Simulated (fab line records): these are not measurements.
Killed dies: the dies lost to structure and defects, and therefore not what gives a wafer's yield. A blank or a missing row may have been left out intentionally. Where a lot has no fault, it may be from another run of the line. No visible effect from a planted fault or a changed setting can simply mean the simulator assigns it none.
Check of tool commonality    flow nandHarc    12 lots and 36 wafers in the sample

== WHY THIS WAS OPENED ==
On 2 of the 12 lots, a flag is raised at NHARC_P_GATE_CD_MEAS_59 on the reading cdNm. No-fault wafers: 720.1 nm, standard deviation 1.4.
Rule: a lot gets a flag if all its wafers with a number sit over 4 standard deviations from that mean, or if no wafer of it has a number. As for the other lots, they are considered sound.

lot   measured      on        cdNm (nm), wafer by wafer  flag
L709  day 5 15:42   cdSem-03  718.7 720.0 720.4          
L710  day 6 05:34   cdSem-01  719.2 719.0 720.7          
L712  day 6 14:01   cdSem-01  721.4 722.5 722.4          
L716  day 7 12:20   cdSem-01  719.3 719.4 718.6          
L715  day 7 12:45   cdSem-02  719.8 718.9 720.5          
L717  day 8 05:51   cdSem-02  719.2 720.7 721.3          
L718  day 8 11:39   cdSem-02  720.5 720.4 719.2          
L720  day 8 18:24   cdSem-02  719.1 717.7 717.0          
L721  day 8 19:02   cdSem-01  721.8 721.2 721.9          
L728  day 10 15:32  cdSem-01  739.8 738.5 738.5          FLAGGED
L730  day 10 15:43  cdSem-02  722.2 721.8 721.2          
L729  day 10 15:55  cdSem-03  736.5 738.5 738.0          FLAGGED
Average over the flagged lots: 738.3 nm; offset from the usual +18.2 nm, equal to +13 standard deviations.

== EACH LOT AND THE TOOL IT RAN ON ==
3 process steps preceding the reading are held in the record, out of 1159 steps in the route. Cell contents, in order: the tool; ch with the chambers the sampled wafers went through; the start.
lot   flag     NHARC_P_GATE_DEP_103             NHARC_P_GATE_ETCH_32             NHARC_P_GATE_EXPOSE_56
L709           pecvd-04 ch 0,1, day 5 01:14     rieSi-05 ch 0,1,2, day 5 02:41   krfScanner-01 ch 0, day 5 15:33
L710           pecvd-04 ch 0,1, day 5 15:10     rieSi-05 ch 0,1,2, day 5 16:31   krfScanner-03 ch 0, day 6 05:25
L712           pecvd-04 ch 0,1,2, day 5 23:18   rieSi-04 ch 1,2,3, day 6 00:49   krfScanner-04 ch 0, day 6 13:52
L716           pecvd-04 ch 0,2, day 6 21:47     rieSi-05 ch 1,2, day 6 23:22     krfScanner-03 ch 0, day 7 12:11
L715           pecvd-03 ch 0,1,2, day 6 21:48   rieSi-02 ch 0,2, day 6 23:35     krfScanner-04 ch 0, day 7 12:36
L717           pecvd-01 ch 0,1, day 7 11:26     rieSi-05 ch 0,1,3, day 7 12:49   krfScanner-04 ch 0, day 8 05:41
L718           pecvd-01 ch 0,1,2, day 7 21:20   rieSi-05 ch 1,2, day 7 22:31     krfScanner-01 ch 0, day 8 11:30
L720           pecvd-04 ch 1,2, day 8 03:58     rieSi-05 ch 1,2,3, day 8 05:22   krfScanner-01 ch 0, day 8 18:14
L721           pecvd-03 ch 0,1, day 8 04:29     rieSi-02 ch 0,1, day 8 05:53     krfScanner-04 ch 0, day 8 18:53
L728  FLAGGED  pecvd-03 ch 0,1,2, day 10 00:53  rieSi-05 ch 0,1,2, day 10 02:20  krfScanner-01 ch 0, day 10 15:23
L730           pecvd-01 ch 0,1, day 10 00:58    rieSi-04 ch 0,1,2, day 10 02:25  krfScanner-04 ch 0, day 10 15:34
L729  FLAGGED  pecvd-03 ch 0,1,2, day 10 01:33  rieSi-05 ch 0,2, day 10 02:44    krfScanner-01 ch 0, day 10 15:46
What these steps do:
- NHARC_P_GATE_DEP_103: deposits SiON, target thk 30 nm.
- NHARC_P_GATE_ETCH_32: etches the open film in HBr/Cl2, target depth 150 nm, time 100.1 s.
- NHARC_P_GATE_EXPOSE_56: exposes mask P PSD, target cd 720 nm.
- NHARC_P_GATE_CD_MEAS_59: target cd 720 nm.

== FLAGGED AGAINST TOTAL, ONE TOOL AT A TIME (gauges that did the reading follow at the end) ==
step                     tool           lots run  flagged  share of the flagged lots  sound lots run after its first flagged lot
NHARC_P_GATE_DEP_103     pecvd-01       3         0        none                       -
NHARC_P_GATE_DEP_103     pecvd-03       4         2        all                        0
NHARC_P_GATE_DEP_103     pecvd-04       5         0        none                       -
NHARC_P_GATE_ETCH_32     rieSi-02       2         0        none                       -
NHARC_P_GATE_ETCH_32     rieSi-04       2         0        none                       -
NHARC_P_GATE_ETCH_32     rieSi-05       8         2        all                        0
NHARC_P_GATE_EXPOSE_56   krfScanner-01  5         2        all                        0
NHARC_P_GATE_EXPOSE_56   krfScanner-03  2         0        none                       -
NHARC_P_GATE_EXPOSE_56   krfScanner-04  5         0        none                       -
NHARC_P_GATE_CD_MEAS_59  cdSem-01       5         1        some                       0
NHARC_P_GATE_CD_MEAS_59  cdSem-02       5         0        none                       -
NHARC_P_GATE_CD_MEAS_59  cdSem-03       2         1        some                       0

== THE TABLE: WHAT IT ALLOWS ==
3 rows of the table ran every flagged lot: pecvd-03 at NHARC_P_GATE_DEP_103, rieSi-05 at NHARC_P_GATE_ETCH_32, krfScanner-01 at NHARC_P_GATE_EXPOSE_56.
- pecvd-03 at NHARC_P_GATE_DEP_103 ran 4 lots, 2 of them flagged. It ran its last sound lot, L721, at day 8 04:29 and its first flagged lot, L728, at day 10 00:53: a fault with its onset between the two fits.
- rieSi-05 at NHARC_P_GATE_ETCH_32 ran 8 lots, 2 of them flagged. It ran its last sound lot, L720, at day 8 05:22 and its first flagged lot, L728, at day 10 02:20: a fault with its onset between the two fits.
- krfScanner-01 at NHARC_P_GATE_EXPOSE_56 ran 5 lots, 2 of them flagged. It ran its last sound lot, L720, at day 8 18:14 and its first flagged lot, L728, at day 10 15:23: a fault with its onset between the two fits. Its own readings lie more than 4 standard deviations out on every wafer of the flagged lots: exposureDoseMJCm2.
These 3 tools cannot be told apart by counting lots, since each of them fits a fault that started at some hour. More lots, or a look at what each step does to the wafer, might.

== WHAT HAD BEEN PUT IN BY THE SIMULATOR ==
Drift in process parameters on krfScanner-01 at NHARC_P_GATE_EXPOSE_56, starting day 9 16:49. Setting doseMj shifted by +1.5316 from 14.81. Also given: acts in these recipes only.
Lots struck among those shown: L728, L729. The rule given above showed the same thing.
